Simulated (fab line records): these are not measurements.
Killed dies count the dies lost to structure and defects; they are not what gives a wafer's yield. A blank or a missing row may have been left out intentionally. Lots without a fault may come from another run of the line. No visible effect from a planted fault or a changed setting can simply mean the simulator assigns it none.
Chamber matching    flow nand-harc    NHARC_A_CHANNEL_HOLE_D1_DEP_01 on pecvd-02 has 3 sister chambers
The step deposits SiON, target thk 140 nm. 3 wafers are shown with their chamber, then 8 later ones without.

WAFERS, EACH WITH ITS CHAMBER
wafer   chamber  showerhead-vpp-V (V)
L439.5  0        1053
L443.5  2        1119
L444.1  1        1205

WAFERS WITHOUT THEIR CHAMBER
wafer   showerhead-vpp-V (V)
L444.5  1157
L444.6  1175
L446.2  1115
L446.3  1050
L446.5  1112
L445.4  1082
L445.5  1199
L445.6  1137

EACH ONE'S CHAMBER
wafer   from the rows above      in truth
L444.5  can't be placed: 2 or 1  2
L444.6  can't be placed: 1 or 2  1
L446.2  2                        2
L446.3  0                        0
L446.5  2                        2
L445.4  can't be placed: 0 or 2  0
L445.5  1                        1
L445.6  2                        2
5 of 8 placed correctly. Not placeable from these rows: 3 (in 3, the candidates include the true chamber). Number placed wrongly: 0.
How it was worked out, from the rows above alone: a wafer's distance from a chamber is the root of the sum, over the readings, of the square of ((its reading less the chamber's mean) divided by the reading's scatter). The wafer belongs to the nearest chamber; if the next one is less than 2 further off, it can't be placed. For every chamber, the mean is computed from those of its wafers that are shown. The scatter: with one shown wafer a chamber, the root of the mean of the squares of how far each hidden wafer lies from its nearest shown one.
